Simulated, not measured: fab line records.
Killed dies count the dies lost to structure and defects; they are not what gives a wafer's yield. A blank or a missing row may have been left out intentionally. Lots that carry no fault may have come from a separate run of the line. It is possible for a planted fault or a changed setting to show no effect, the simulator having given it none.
Code-filled problem report in 8D (eight disciplines) form / flow nand harc / the parts of the form that need people (team, actions taken, sign-off) are left out

== 1. THE PROBLEM ==
Wafers with no fault read 0.998 a.u. with a standard deviation of 0.012, whereas oes product au at NHARC_THIN_TSV_ETCH_59 reads a mean of 0.948 a.u. on 1 wafer of 1 lot. Measured from the usual mean, that is -4.2 standard deviations.
The step: etches the open film in Cl2/BCl3, target depth 880 nm, time 138.1 s.
First observed at day 23 17:35: wafer L238.6, on rie metal-01. The record holds 36 wafers of 13 lots with a number at this step. The rule behind "out" and "out of limits": a value lying over 4 standard deviations away from the usual mean. Any other wafer with a number is counted as sound.

== 2. WHAT THIS IS AND IS NOT ==
question=which readings at this step | is=oes product au | is not=drypump motor current A, rf fwd power W
question=which lots | is=L238 | is not=L224, L225, L226, L227, L228, L229, L230, L231, L232, L233, L239, L245
question=which wafers of those lots | is=L238.6 | is not=L238.4
question=read on which tools | is=rie metal-01 | is not=rie metal-02, rie metal-03
question=when | is=from day 23 17:35 | is not=up to then (31 sound wafers); but 4 sound wafers of L239, L245 came after

== 3. WHAT RULES OUT EACH SUSPECT ==
Counting: a tool at a process step up to the reading stays a suspect if it ran every lot that is out. Sound lots after the first of them don't rule it out here, since some wafers of a struck lot are sound.
- rie metal-01 at NHARC_THIN_TSV_ETCH_59 (etches the open film in Cl2/BCl3, target depth 880 nm, time 138.1 s): kept. The lot that is out, L238, ran on it at day 23 17:35; the last sound lot it ran before that was L233, at day 21 12:47. On those wafers its own readings are out: oes product au.
- Within rie metal-01 at NHARC_THIN_TSV_ETCH_59, the wafers that are out were processed in chamber 0 and their sound lot-mates in chamber 1.
Left after counting: rie metal-01 at NHARC_THIN_TSV_ETCH_59.

== 4. THE CAUSE (what the simulator had put in) ==
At NHARC_THIN_TSV_ETCH_59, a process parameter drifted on rie metal-01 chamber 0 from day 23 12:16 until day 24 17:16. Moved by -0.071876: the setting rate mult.
Counting left only this tool.

== 5. SEQUENCE OF EFFECTS, ordered by route ==
Each row: a reading whose mean over the struck wafers that have a number lies more than 3 standard deviations from the usual. Readings are gone through only where the record gives a usual standard deviation; hours: the median, over the lots, of the time from a lot's start at the first step in this table giving one to that lot's start at this step; sigmas: the change measured in usual standard deviations.
hours=0; step=NHARC_THIN_TSV_ETCH_59; reading=oes product au; usual=0.998 a.u.; on struck wafers=0.948; change=-0.050; sigmas=-4.2
Its process steps:
- NHARC_THIN_TSV_ETCH_59: etches the open film in Cl2/BCl3, target depth 880 nm, time 138.1 s.
Later steps that measure or inspect, where all struck wafers having a row at the step show a number for every such reading and not one has moved that far: NHARC_THIN_TSV_CD_MEAS_37, NHARC_THIN_TSV_INSPECT_40.

== 6. HOW IT WOULD HAVE BEEN CAUGHT EARLIER ==
5 hours passed between the start of the fault at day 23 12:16 and the first reading out of limits in this record, taken at day 23 17:35.
